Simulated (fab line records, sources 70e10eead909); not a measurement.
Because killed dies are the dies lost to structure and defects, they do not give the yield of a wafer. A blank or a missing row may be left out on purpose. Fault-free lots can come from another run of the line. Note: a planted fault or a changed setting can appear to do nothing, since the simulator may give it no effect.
fab line records + flow nand_harc
[record]
- lots = 12
- wafers = 36
- last_day = 34
route steps=1302 shown A_CHANNEL_HOLE_D1@472 A_CHANNEL_FILL_D1@493 END@1302
lots that met no fault: taken from a fault-free run of the same line
start_h: hours from the record's first day to the start of the lot's first wafer shown + wait_h: hours elapsed since this lot's preceding step + " same as the row above + L1.1+2: one row covering several wafers at once + - no value present, or no start provided + * or withheld: withheld + < > ~ a bound
route shown NAME@n: a module of which the file shows steps, and the number in the route of the first + usual: average and standard deviation across the fault-free wafers + same: alike in all rows + chamber/n: place in a boat + sites: per-site readings + _std_site: how widely they spread, as a standard deviation + _edge_site: mean of outer sites minus mean of inner sites + radius_mm: how far each site lies from the wafer's centre + mask NAME#n: copy n + behind: the last tool/chamber to shape the wafer + hold: the reason the lot was held/the length of the hold in hours/how it ended + device: the n, p or np transistor that did not switch + end of line: at the end of the route, the tests of the same wafers + for a step that has no rows: nothing shown but its recipe + killed: at the first sort, the dies lost to defects and structure; wafer yield is something else + map: shows each die of a wafer: x if killed, . if not, _ if none is there
set.NAME: the setting as run; set.NAME@STEP: as run at that earlier step + model.NAME: the simulator's own value behind a step, which no gauge read
route steps across a sampled set of lots; one table per step, one row per wafer
services: from which hour (start_h, from the record's first day; less than 0 if before it) a tool's chamber was out of use, for how many hours, and why
[[steps]]
[step NHARC_A_CHANNEL_HOLE_D1_ETCH_20]
[recipe]
- bias_v = 3000
- source_w = withheld
- pressure_mtorr = 20
- time_s = 361.9
- ar_flow_sccm = 375
- c4f8_flow_sccm = 89.3
- o2_flow_sccm = 35.7
- temp_c = -20
- target_depth_a = 16000
- chemistry = C4F8/O2/Ar
[usual]
- drypump_motor_current_A = 5.6/0.62
- showerhead_plenum_p_Torr = 3.58/0.1
- throttle_valve_pct = 32.156/0.0092
[same]
- time_s = 361.9
| lot.wafer | tool        | chamber | start_h | wait_h | drypump_motor_current_A | rf_hours_counter_h | showerhead_plenum_p_Torr | throttle_valve_pct |
|-----------|-------------|---------|---------|--------|-------------------------|--------------------|--------------------------|--------------------|
| L474.1    | har_etch-02 | 1       | 204.56  | 0.1    | 5.9                     | 309                | 3.46                     | 32.149             |
| L474.4    | "           | 1       | "       | "      | 5.9                     | -                  | 3.46                     | 32.159             |
| L474.5    | "           | 0       | "       | "      | 6.6                     | -                  | 3.65                     | 32.156             |
| L476.2    | har_etch-01 | 0       | 236.56  | 0.1    | 5.1                     | 111                | 3.56                     | 32.155             |
| L476.5    | "           | 1       | "       | "      | 5.2                     | -                  | 3.66                     | 32.167             |
| L476.6    | "           | 0       | "       | "      | 5.0                     | -                  | 3.56                     | 32.157             |
| L475.1    | har_etch-02 | 0       | 236.77  | 0.1    | 6.6                     | 328                | 3.64                     | 32.154             |
| L475.2    | "           | 1       | "       | "      | 5.9                     | 328                | 3.45                     | 32.156             |
| L475.5    | "           | 0       | "       | "      | 6.5                     | -                  | 3.64                     | 32.165             |
| L486.3    | har_etch-02 | 1       | 325.10  | 0.2    | 5.9                     | -                  | 3.43                     | 32.162             |
| L486.5    | "           | 0       | "       | "      | 6.6                     | -                  | 3.61                     | 32.159             |
| L486.6    | "           | 1       | "       | "      | 6.0                     | -                  | 3.43                     | 32.130             |
| L485.1    | har_etch-01 | 0       | 325.33  | 0.1    | 5.1                     | 165                | 3.54                     | 32.171             |
| L485.3    | "           | 1       | "       | "      | 5.1                     | -                  | 3.63                     | 32.162             |
| L485.6    | "           | 1       | "       | "      | 5.1                     | -                  | 3.63                     | 32.162             |
| L487.1    | har_etch-02 | 0       | 359.14  | 0.1    | 6.6                     | 393                | 3.60                     | 32.156             |
| L487.3    | "           | 1       | "       | "      | 5.9                     | -                  | 3.42                     | 32.146             |
| L487.5    | "           | 0       | "       | "      | 6.6                     | -                  | 3.60                     | 32.157             |
| L490.1    | har_etch-02 | 1       | 369.34  | 0.1    | 6.0                     | 397                | 3.41                     | 32.145             |
| L490.4    | "           | 0       | "       | "      | 6.6                     | -                  | 3.60                     | 32.136             |
| L490.6    | "           | 0       | "       | "      | 6.6                     | -                  | 3.60                     | 32.149             |
| L489.3    | har_etch-01 | 0       | 370.77  | 0.2    | 5.0                     | -                  | 3.52                     | 32.130             |
| L489.4    | "           | 1       | "       | "      | 5.1                     | -                  | 3.61                     | 32.148             |
| L489.6    | "           | 1       | "       | "      | 5.1                     | -                  | 3.61                     | 32.152             |
| L491.1    | har_etch-01 | 1       | 396.64  | 0.1    | 5.1                     | 210                | 3.60                     | 32.171             |
| L491.3    | "           | 1       | "       | "      | 5.1                     | -                  | 3.60                     | 32.145             |
| L491.4    | "           | 0       | "       | "      | 5.0                     | -                  | 3.51                     | 32.144             |
| L492.1    | har_etch-02 | 0       | 398.51  | 0.1    | 6.6                     | 4                  | 3.93                     | 32.152             |
| L492.4    | "           | 1       | "       | "      | 5.9                     | -                  | 3.93                     | 32.156             |
| L492.5    | "           | 1       | "       | "      | 5.9                     | -                  | 3.93                     | 32.145             |
| L493.2    | har_etch-01 | 1       | 405.00  | 0.1    | 5.1                     | 218                | 3.60                     | 32.161             |
| L493.3    | "           | 0       | "       | "      | 5.0                     | -                  | 3.51                     | 32.168             |
| L493.5    | "           | 0       | "       | "      | 5.0                     | -                  | 3.51                     | 32.170             |
| L494.2    | har_etch-01 | 0       | 416.25  | 0.1    | 5.0                     | 222                | 3.51                     | 32.158             |
| L494.4    | "           | 1       | "       | "      | 5.1                     | -                  | 3.60                     | 32.149             |
| L494.5    | "           | 1       | "       | "      | 5.1                     | -                  | 3.60                     | 32.147             |
[step NHARC_A_CHANNEL_HOLE_D1_ETCH_25]
[recipe]
- bias_v = 5000
- source_w = withheld
- pressure_mtorr = 20
- time_s = 1040.2
- ar_flow_sccm = 375
- c4f8_flow_sccm = 93.8
- o2_flow_sccm = 31.2
- temp_c = -20
- target_depth_a = 15000
- chemistry = C4F8/O2/Ar
[usual]
- drypump_motor_current_A = 5.6/0.62
- showerhead_plenum_p_Torr = 3.57/0.1
- throttle_valve_pct = 32.236/0.01
[same]
- time_s = 1040.2
| lot.wafer | tool        | chamber | start_h | wait_h | drypump_motor_current_A | rf_hours_counter_h | showerhead_plenum_p_Torr | throttle_valve_pct |
|-----------|-------------|---------|---------|--------|-------------------------|--------------------|--------------------------|--------------------|
| L474.1    | har_etch-02 | 1       | 207.35  | 0.6    | 6.0                     | 312                | 3.45                     | 32.246             |
| L474.4    | "           | 1       | "       | "      | 5.9                     | -                  | 3.45                     | 32.230             |
| L474.5    | "           | 0       | "       | "      | 6.6                     | -                  | 3.64                     | 32.235             |
| L476.2    | har_etch-01 | 0       | 239.43  | 0.7    | 5.0                     | 114                | 3.56                     | 32.217             |
| L476.5    | "           | 1       | "       | "      | 5.1                     | -                  | 3.65                     | 32.267             |
| L476.6    | "           | 0       | "       | "      | 5.0                     | -                  | 3.56                     | 32.236             |
| L475.1    | har_etch-02 | 0       | 239.54  | 0.6    | 6.6                     | 331                | 3.63                     | 32.245             |
| L475.2    | "           | 1       | "       | "      | 6.0                     | 331                | 3.45                     | 32.234             |
| L475.5    | "           | 0       | "       | "      | 6.6                     | -                  | 3.63                     | 32.234             |
| L486.3    | har_etch-02 | 1       | 328.15  | 0.7    | 5.9                     | -                  | 3.42                     | 32.237             |
| L486.5    | "           | 0       | "       | "      | 6.6                     | -                  | 3.61                     | 32.244             |
| L486.6    | "           | 1       | "       | "      | 5.9                     | -                  | 3.42                     | 32.237             |
| L485.1    | har_etch-01 | 0       | 328.20  | 0.7    | 5.1                     | 167                | 3.53                     | 32.238             |
| L485.3    | "           | 1       | "       | "      | 5.2                     | -                  | 3.62                     | 32.224             |
| L485.6    | "           | 1       | "       | "      | 5.1                     | -                  | 3.62                     | 32.231             |
| L487.1    | har_etch-02 | 0       | 362.03  | 0.7    | 6.6                     | 396                | 3.60                     | 32.262             |
| L487.3    | "           | 1       | "       | "      | 5.9                     | -                  | 3.41                     | 32.248             |
| L487.5    | "           | 0       | "       | "      | 6.6                     | -                  | 3.60                     | 32.230             |
| L490.1    | har_etch-02 | 1       | 372.11  | 0.6    | 5.9                     | 399                | 3.41                     | 32.249             |
| L490.4    | "           | 0       | "       | "      | 6.6                     | -                  | 3.59                     | 32.240             |
| L490.6    | "           | 0       | "       | "      | 6.6                     | -                  | 3.59                     | 32.225             |
| L489.3    | har_etch-01 | 0       | 373.74  | 0.7    | 5.0                     | -                  | 3.52                     | 32.236             |
| L489.4    | "           | 1       | "       | "      | 5.1                     | -                  | 3.61                     | 32.235             |
| L489.6    | "           | 1       | "       | "      | 5.1                     | -                  | 3.61                     | 32.232             |
| L491.1    | har_etch-01 | 1       | 399.41  | 0.6    | 5.1                     | 213                | 3.60                     | 32.258             |
| L491.3    | "           | 1       | "       | "      | 5.1                     | -                  | 3.60                     | 32.239             |
| L491.4    | "           | 0       | "       | "      | 5.0                     | -                  | 3.51                     | 32.255             |
| L492.1    | har_etch-02 | 0       | 401.32  | 0.6    | 6.6                     | 7                  | 3.92                     | 32.209             |
| L492.4    | "           | 1       | "       | "      | 6.0                     | -                  | 3.92                     | 32.243             |
| L492.5    | "           | 1       | "       | "      | 5.9                     | -                  | 3.92                     | 32.229             |
| L493.2    | har_etch-01 | 1       | 407.89  | 0.7    | 5.1                     | 221                | 3.59                     | 32.220             |
| L493.3    | "           | 0       | "       | "      | 5.0                     | -                  | 3.50                     | 32.240             |
| L493.5    | "           | 0       | "       | "      | 5.0                     | -                  | 3.50                     | 32.222             |
| L494.2    | har_etch-01 | 0       | 419.04  | 0.6    | 5.1                     | 225                | 3.50                     | 32.231             |
| L494.4    | "           | 1       | "       | "      | 5.1                     | -                  | 3.59                     | 32.239             |
| L494.5    | "           | 1       | "       | "      | 5.1                     | -                  | 3.59                     | 32.222             |
[step NHARC_A_CHANNEL_HOLE_D1_ETCH_44]
[recipe]
- target_depth_a = 1400
- overetch_a = 140
- time_s = 77
- ion_energy_ev = 100
- cf4_flow_sccm = 80
- o2_flow_sccm = 20
- ar_flow_sccm = 0
- rf_w = 300
- bias_w = 100
- chemistry = CF4/O2
[usual]
- drypump_motor_current_A = 5.8/0.49
- oes_ar_750_au = 1.001/0.0039
- oes_o_777_au = 1.000/0.0046
- oes_product_au = 0.998/0.0094
- rf_vpp_V = 197.7/1.5
- showerhead_plenum_p_Torr = 1.33/0.065
- throttle_valve_pct = 13.398/0.0087
[same]
- time_s = 77
| lot.wafer | tool        | chamber | start_h | wait_h | drypump_motor_current_A | oes_ar_750_au | oes_o_777_au | oes_product_au | rf_hours_counter_h | rf_vpp_V | showerhead_plenum_p_Torr | throttle_valve_pct |
|-----------|-------------|---------|---------|--------|-------------------------|---------------|--------------|----------------|--------------------|----------|--------------------------|--------------------|
| L474.1    | rie_diel-11 | 2       | 209.19  | 0.1    | 5.9                     | 1.005         | 0.999        | 1.004          | 36                 | 197.5    | 1.31                     | 13.388             |
| L474.4    | "           | 0       | "       | "      | 6.2                     | 0.994         | 1.003        | 0.998          | 34                 | 197.3    | 1.25                     | 13.395             |
| L474.5    | "           | 2       | "       | "      | 6.0                     | 1.002         | 1.005        | 0.980          | -                  | 196.7    | 1.31                     | 13.389             |
| L476.2    | rie_diel-08 | 3       | 241.24  | 0.1    | 6.0                     | 0.994         | 1.005        | 0.986          | 3                  | 196.4    | 1.24                     | 13.390             |
| L476.5    | "           | 3       | "       | "      | 6.0                     | 0.992         | 1.003        | 0.992          | -                  | 195.7    | 1.24                     | 13.401             |
| L476.6    | "           | 1       | "       | "      | 4.9                     | 0.999         | 1.000        | 1.004          | -                  | 199.8    | 1.42                     | 13.393             |
| L475.2    | rie_diel-08 | 2       | 241.85  | 0.1    | 6.5                     | 0.999         | 0.997        | 0.991          | 3                  | 198.7    | 1.33                     | 13.400             |
| L475.1    | "           | 1       | "       | "      | 4.9                     | 0.998         | 1.007        | 1.003          | 3                  | 198.9    | 1.42                     | 13.401             |
| L475.5    | "           | 2       | "       | "      | 6.4                     | 0.993         | 0.994        | 0.990          | -                  | 198.1    | 1.33                     | 13.399             |
| L486.3    | rie_diel-08 | 1       | 329.56  | 0.1    | 4.9                     | 0.998         | 0.996        | 1.011          | 11                 | 198.7    | 1.42                     | 13.400             |
| L486.6    | "           | 3       | "       | "      | 6.0                     | 1.000         | 1.004        | 0.995          | -                  | 195.6    | 1.24                     | 13.396             |
| L486.5    | "           | 0       | "       | "      | 5.7                     | 1.000         | 1.005        | 0.993          | -                  | 198.5    | 1.40                     | 13.388             |
| L485.3    | rie_diel-11 | 0       | 329.86  | 0.0    | 6.2                     | 0.996         | 0.998        | 0.989          | 17                 | 196.3    | 1.24                     | 13.408             |
| L485.1    | "           | 3       | "       | "      | 5.9                     | 1.003         | 1.003        | 1.000          | 14                 | 197.6    | 1.32                     | 13.402             |
| L485.6    | "           | 0       | "       | "      | 6.2                     | 0.997         | 1.004        | 0.975          | -                  | 196.1    | 1.25                     | 13.405             |
| L487.1    | rie_diel-08 | 3       | 363.70  | 0.1    | 6.0                     | 1.004         | 0.990        | 0.995          | 12                 | 196.4    | 1.24                     | 13.409             |
| L487.3    | "           | 0       | "       | "      | 5.7                     | 0.999         | 1.005        | 1.004          | 11                 | 198.7    | 1.40                     | 13.396             |
| L487.5    | "           | 0       | "       | "      | 5.7                     | 0.998         | 0.992        | 1.005          | -                  | 198.9    | 1.40                     | 13.380             |
| L490.1    | rie_diel-10 | 0       | 374.00  | 0.1    | 5.6                     | 1.005         | 1.002        | 1.004          | 47                 | 196.2    | 1.32                     | 13.396             |
| L490.4    | "           | 2       | "       | "      | 5.3                     | 1.002         | 0.998        | 1.009          | 38                 | 195.9    | 1.23                     | 13.397             |
| L490.6    | "           | 3       | "       | "      | 6.0                     | 0.997         | 1.010        | 1.007          | -                  | 196.6    | 1.28                     | 13.411             |
| L489.4    | rie_diel-10 | 0       | 375.28  | 0.1    | 5.6                     | 0.993         | 1.007        | 1.007          | 47                 | 197.5    | 1.32                     | 13.391             |
| L489.3    | "           | 1       | "       | "      | 5.6                     | 0.998         | 1.001        | 0.993          | 43                 | 198.0    | 1.34                     | 13.383             |
| L489.6    | "           | 3       | "       | "      | 6.0                     | 1.004         | 0.996        | 1.005          | -                  | 198.3    | 1.28                     | 13.408             |
| L491.4    | rie_diel-08 | 3       | 401.70  | 0.1    | 5.9                     | 1.003         | 0.998        | 1.001          | 2                  | 195.1    | 1.24                     | 13.401             |
| L491.1    | "           | 0       | "       | "      | 5.7                     | 1.000         | 1.003        | 1.008          | 2                  | 198.4    | 1.40                     | 13.403             |
| L491.3    | "           | 1       | "       | "      | 4.8                     | 1.001         | 1.005        | 1.023          | 2                  | 200.9    | 1.42                     | 13.403             |
| L492.4    | rie_diel-08 | 2       | 403.15  | 0.1    | 6.5                     | 1.003         | 0.996        | 0.994          | 2                  | 198.2    | 1.33                     | 13.408             |
| L492.1    | "           | 0       | "       | "      | 5.7                     | 0.998         | 1.000        | 1.002          | 2                  | 199.3    | 1.40                     | 13.402             |
| L492.5    | "           | 2       | "       | "      | 6.5                     | 1.003         | 1.005        | 0.991          | -                  | 198.6    | 1.33                     | 13.399             |
| L493.2    | rie_diel-08 | 3       | 409.55  | 0.1    | 6.0                     | 1.000         | 0.998        | 1.002          | 3                  | 197.5    | 1.24                     | 13.390             |
| L493.3    | "           | 0       | "       | "      | 5.7                     | 1.000         | 1.003        | 1.013          | 3                  | 197.9    | 1.40                     | 13.392             |
| L493.5    | "           | 0       | "       | "      | 5.7                     | 1.007         | 0.998        | 1.000          | -                  | 200.8    | 1.40                     | 13.405             |
| L494.4    | rie_diel-08 | 1       | 420.87  | 0.1    | 4.9                     | 0.999         | 0.999        | 1.014          | 4                  | 199.8    | 1.42                     | 13.386             |
| L494.2    | "           | 2       | "       | "      | 6.5                     | 1.002         | 0.995        | 0.985          | 4                  | 199.3    | 1.33                     | 13.392             |
| L494.5    | "           | 0       | "       | "      | 5.7                     | 1.004         | 0.992        | 1.000          | -                  | 199.4    | 1.40                     | 13.411             |
[step NHARC_A_CHANNEL_FILL_D1_ALD_03]
[recipe]
- target_thk_a = 60
- pulse_time_s = 60
- ald_cycles = 58
- temp_c = 630
- pressure_torr = 2
- material = SiNx
[usual]
- ald_cycles = 58/0
- precursor_pulse_height_rel = 0.997/0.019
[same]
- pulse_time_s = 60
| lot.wafer | tool             | chamber | start_h | wait_h | ald_cycles | precursor_pulse_height_rel |
|-----------|------------------|---------|---------|--------|------------|----------------------------|
| L474.1    | ald_sin_batch-01 | 0       | 213.23  | -      | 58         | 0.997                      |
| L474.4    | "                | 0       | "       | "      | 58         | 0.983                      |
| L474.5    | "                | 0       | "       | "      | 58         | 0.978                      |
| L475.1    | ald_sin_batch-01 | 0       | 245.98  | -      | 102        | 0.982                      |
| L475.2    | "                | 0       | "       | "      | 102        | 1.009                      |
| L475.5    | "                | 0       | "       | "      | 102        | 1.007                      |
| L476.2    | ald_sin_batch-01 | 0       | 245.98  | -      | 102        | 0.981                      |
| L476.5    | "                | 0       | "       | "      | 102        | 1.010                      |
| L476.6    | "                | 0       | "       | "      | 102        | 0.990                      |
| L485.1    | ald_sin_batch-01 | 0       | 334.16  | -      | 58         | 1.021                      |
| L485.3    | "                | 0       | "       | "      | 58         | 0.984                      |
| L485.6    | "                | 0       | "       | "      | 58         | 1.019                      |
| L486.3    | ald_sin_batch-01 | 0       | 334.16  | -      | 58         | 1.001                      |
| L486.5    | "                | 0       | "       | "      | 58         | 0.997                      |
| L486.6    | "                | 0       | "       | "      | 58         | 0.991                      |
| L487.1    | ald_sin_batch-03 | 0       | 368.33  | -      | 58         | 1.024                      |
| L487.3    | "                | 0       | "       | "      | 58         | 0.966                      |
| L487.5    | "                | 0       | "       | "      | 58         | 0.955                      |
| L489.3    | ald_sin_batch-01 | 0       | 378.62  | -      | 58         | 1.001                      |
| L489.4    | "                | 0       | "       | "      | 58         | 1.011                      |
| L489.6    | "                | 0       | "       | "      | 58         | 0.996                      |
| L490.1    | ald_sin_batch-01 | 0       | 378.62  | -      | 58         | 0.979                      |
| L490.4    | "                | 0       | "       | "      | 58         | 0.963                      |
| L490.6    | "                | 0       | "       | "      | 58         | 0.996                      |
| L491.1    | ald_sin_batch-03 | 0       | 406.32  | -      | 58         | 0.964                      |
| L491.3    | "                | 0       | "       | "      | 58         | 1.021                      |
| L491.4    | "                | 0       | "       | "      | 58         | 1.002                      |
| L492.1    | ald_sin_batch-03 | 0       | 406.32  | -      | 58         | 1.000                      |
| L492.4    | "                | 0       | "       | "      | 58         | 1.007                      |
| L492.5    | "                | 0       | "       | "      | 58         | 0.989                      |
| L493.2    | ald_sin_batch-03 | 0       | 414.18  | -      | 58         | 1.002                      |
| L493.3    | "                | 0       | "       | "      | 58         | 0.984                      |
| L493.5    | "                | 0       | "       | "      | 58         | 0.990                      |
| L494.2    | ald_sin_batch-01 | 0       | 425.50  | -      | 58         | 0.946                      |
| L494.4    | "                | 0       | "       | "      | 58         | 1.008                      |
| L494.5    | "                | 0       | "       | "      | 58         | 0.968                      |
[step NHARC_END_SORT_01]
[recipe]
- temp_c = 25
[usual]
- killed_at_array = 53/18
- killed_at_other = 0.8/1.1
- killed_at_periphery = 4.1/2.7
- killed_dies = 58/18
- killed_open = 3.1/1.7
- killed_short = 2.7/1.7
[same]
- gross_dies = 677
| lot.wafer | tool      | chamber | start_h | wait_h | killed_at_array | killed_at_other | killed_at_periphery | killed_dies | killed_open | killed_short |
|-----------|-----------|---------|---------|--------|-----------------|-----------------|---------------------|-------------|-------------|--------------|
| L476.2    | prober-02 | 0       | 618.22  | 2.8    | 40              | 0               | 3                   | 43          | 3           | 1            |
| L476.5    | prober-02 | 0       | 620.63  | 3.7    | 46              | 0               | 2                   | 48          | 3           | 0            |
| L476.6    | prober-02 | 0       | 621.43  | 4.0    | 41              | 0               | 3                   | 44          | 4           | 4            |
| L485.1    | prober-02 | 0       | 698.39  | 2.8    | 37              | 0               | 0                   | 37          | 2           | 2            |
| L485.3    | prober-02 | 0       | 699.99  | 3.4    | 51              | 0               | 2                   | 53          | 3           | 6            |
| L485.6    | prober-02 | 0       | 702.39  | 4.3    | 40              | 0               | 0                   | 40          | 2           | 1            |
// killed by level:class
L476.2 A_SLIT:chamber_film_flake=18 A_CHANNEL_HOLE_D2:chamber_film_flake=10 A_CONTACT:chamber_film_flake=5 A_CHANNEL_HOLE_D1:chamber_film_flake=2 A_SGD_CUT:chamber_film_flake=2 P_STI:geometric_particle:open=1 P_CONTACT:geometric_particle:open=1 A_BLC:geometric_particle:open=1
L476.5 A_SLIT:chamber_film_flake=22 A_CHANNEL_HOLE_D2:chamber_film_flake=14 A_CHANNEL_HOLE_D1:chamber_film_flake=2 A_SGD_CUT:chamber_film_flake=2 A_WL_FILL:chamber_film_flake=2 P_CONTACT:geometric_particle:open=1 P_M0:geometric_particle:open=1 A_ONON_D2:geometric_particle:open=1
L476.6 A_SLIT:chamber_film_flake=23 A_CHANNEL_HOLE_D2:chamber_film_flake=4 A_STAIRCASE:chamber_film_flake=3 A_CONTACT:chamber_film_flake=3 A_ONON_D1:geometric_particle:short=2 P_CONTACT:geometric_particle:open=1 P_M0:geometric_particle:short=1 P_M0:geometric_particle:open=1
L485.1 A_CHANNEL_HOLE_D2:chamber_film_flake=14 A_CHANNEL_HOLE_D1:chamber_film_flake=6 A_SLIT:chamber_film_flake=4 A_DECK1_JOINT:chamber_film_flake=3 A_WL_FILL:chamber_film_flake=3 A_ONON_D2:geometric_particle:open=2 A_SGD_CUT:geometric_particle:short=1 A_WL_FILL:geometric_particle:short=1
L485.3 A_CHANNEL_HOLE_D2:chamber_film_flake=25 A_CHANNEL_HOLE_D1:chamber_film_flake=11 A_WL_FILL:chamber_film_flake=3 A_ONON_D2:geometric_particle:open=2 A_SLIT:chamber_film_flake=2 A_CONTACT:chamber_film_flake=2 P_GATE:geometric_particle:open=1 P_GATE:geometric_particle:short=1
L485.6 A_CHANNEL_HOLE_D2:chamber_film_flake=22 A_WL_FILL:chamber_film_flake=6 A_CHANNEL_HOLE_D1:chamber_film_flake=5 A_M0:geometric_particle:open=2 A_CHANNEL_FILL_D1:chamber_film_flake=2 A_SLIT:chamber_film_flake=2 A_ONON_D2:geometric_particle:short=1
[[services]]
| tool        | chamber | start_h | hours | kind                          |
|-------------|---------|---------|-------|-------------------------------|
| rie_diel-08 | -       | 191.05  | 9.0   | pm                            |
| rie_diel-08 | 2       | 203.25  | 12.5  | repair                        |
| rie_diel-08 | 0       | 235.14  | 17.7  | repair                        |
| rie_diel-10 | -       | 243.97  | 9.0   | pm                            |
| rie_diel-11 | -       | 258.73  | 9.0   | pm                            |
| har_etch-01 | -       | 262.34  | 0.3   | repair                        |
| rie_diel-08 | 3       | 272.12  | 7.2   | repair                        |
| rie_diel-10 | -       | 272.89  | 2.5   | repair                        |
| har_etch-02 | -       | 302.92  | 3.0   | repair                        |
| rie_diel-11 | -       | 305.36  | 1.2   | repair                        |
| rie_diel-11 | 3       | 315.85  | 8.3   | repair                        |
| rie_diel-08 | -       | 333.82  | 0.5   | repair                        |
| rie_diel-08 | 2       | 339.63  | 3.4   | repair                        |
| rie_diel-10 | 3       | 360.61  | 7.2   | repair                        |
| rie_diel-08 | -       | 368.07  | 9.0   | pm                            |
| har_etch-02 | -       | 377.23  | 17.0  | pm                            |
| har_etch-02 | 0       | 377.23  | 17.0  | vent_cycle                    |
| har_etch-02 | 1       | 377.23  | 17.0  | vent_cycle                    |
| har_etch-02 | 0       | 394.23  | -     | clean                         |
| har_etch-02 | 0       | 394.23  | -     | consumable_replace:focus_ring |
| har_etch-02 | 0       | 394.23  | -     | consumable_replace:showerhead |
| har_etch-02 | 1       | 394.23  | -     | clean                         |
| rie_diel-08 | 3       | 417.44  | 3.1   | repair                        |
| rie_diel-10 | -       | 420.98  | 9.0   | pm                            |
[[key]]
[first_sign]
- step = NHARC_A_CHANNEL_FILL_D1_ALD_03
- reading = ald_cycles
- direction = up
- sigmas = 99+
- usual = 58
- struck = 102
effect none on later readings
met_at NHARC_A_CHANNEL_FILL_D1_ALD_03
struck_lots L475,L476
tester_left_out L475,L476
not_acting_at NHARC_A_CHANNEL_HOLE_D1_ETCH_20,NHARC_A_CHANNEL_HOLE_D1_ETCH_25,NHARC_A_CHANNEL_HOLE_D1_ETCH_44
onset_between 213.23 245.98
[fault]
- kind = process_parameter_drift
- tool = ald_sin_batch-01
- chamber = -
- onset_h = 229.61
- steps = NHARC_A_CHANNEL_FILL_D1_ALD_03
- channel = ald_cycles
- offset = 44
- shape = step
- end_h = 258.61
- acts_in = these_recipes_only
- stated = 58
// tester_left_out: of these lots the tester's yield and bins aren't shown, on N5 and GAA mostly nor the transistor test; their killed dies are dies lost to structure and defects alone, not to doping, threshold or leakage, so they don't give the yield
